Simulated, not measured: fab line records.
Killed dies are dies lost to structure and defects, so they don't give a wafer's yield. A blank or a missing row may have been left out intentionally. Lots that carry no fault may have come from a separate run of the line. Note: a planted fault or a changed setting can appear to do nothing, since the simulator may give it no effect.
Chamber matching || flow nand harc || rie diel-04 running NHARC_P_GATE_STRIP_108: 4 sister chambers
The step strips in O2. 4 wafers are shown with their chamber, then 10 later ones without.

WAFERS WITH THEIR CHAMBER
{"wafer": "L087.4", "chamber": 3, "showerhead plenum p Torr (Torr)": 3.56}
{"wafer": "L090.5", "chamber": 2, "showerhead plenum p Torr (Torr)": 3.49}
{"wafer": "L089.2", "chamber": 1, "showerhead plenum p Torr (Torr)": 3.52}
{"wafer": "L089.3", "chamber": 0, "showerhead plenum p Torr (Torr)": 3.33}

WAFERS MISSING THEIR CHAMBER
{"wafer": "L089.6", "showerhead plenum p Torr (Torr)": 3.56}
{"wafer": "L092.2", "showerhead plenum p Torr (Torr)": 3.33}
{"wafer": "L092.5", "showerhead plenum p Torr (Torr)": 3.52}
{"wafer": "L092.6", "showerhead plenum p Torr (Torr)": 3.49}
{"wafer": "L096.2", "showerhead plenum p Torr (Torr)": 3.33}
{"wafer": "L096.5", "showerhead plenum p Torr (Torr)": 3.51}
{"wafer": "L096.6", "showerhead plenum p Torr (Torr)": 3.33}
{"wafer": "L097.3", "showerhead plenum p Torr (Torr)": 3.49}
{"wafer": "L097.4", "showerhead plenum p Torr (Torr)": 3.33}
{"wafer": "L097.6", "showerhead plenum p Torr (Torr)": 3.55}

WHICH CHAMBER EACH ONE RAN IN
{"wafer": "L089.6", "from the rows above": 3, "in truth": 3}
{"wafer": "L092.2", "from the rows above": 0, "in truth": 0}
{"wafer": "L092.5", "from the rows above": 1, "in truth": 1}
{"wafer": "L092.6", "from the rows above": 2, "in truth": 2}
{"wafer": "L096.2", "from the rows above": 0, "in truth": 0}
{"wafer": "L096.5", "from the rows above": 1, "in truth": 1}
{"wafer": "L096.6", "from the rows above": 0, "in truth": 0}
{"wafer": "L097.3", "from the rows above": 2, "in truth": 2}
{"wafer": "L097.4", "from the rows above": 0, "in truth": 0}
{"wafer": "L097.6", "from the rows above": 3, "in truth": 3}
Correctly placed: 10 of 10. Can't be placed from these rows: 0. Number placed wrongly: 0.
How it was worked out, from the rows above alone: a wafer's distance from a chamber is the root of the sum, over the readings, of the square of ((its reading less the chamber's mean) divided by the reading's scatter). If the next closest chamber is less than 2 further off than the closest, the wafer can't be placed; otherwise it belongs to the closest. The mean given for a chamber averages the wafers shown for that chamber. The scatter: with one shown wafer a chamber, the root of the mean of the squares of how far each hidden wafer lies from its nearest shown one.
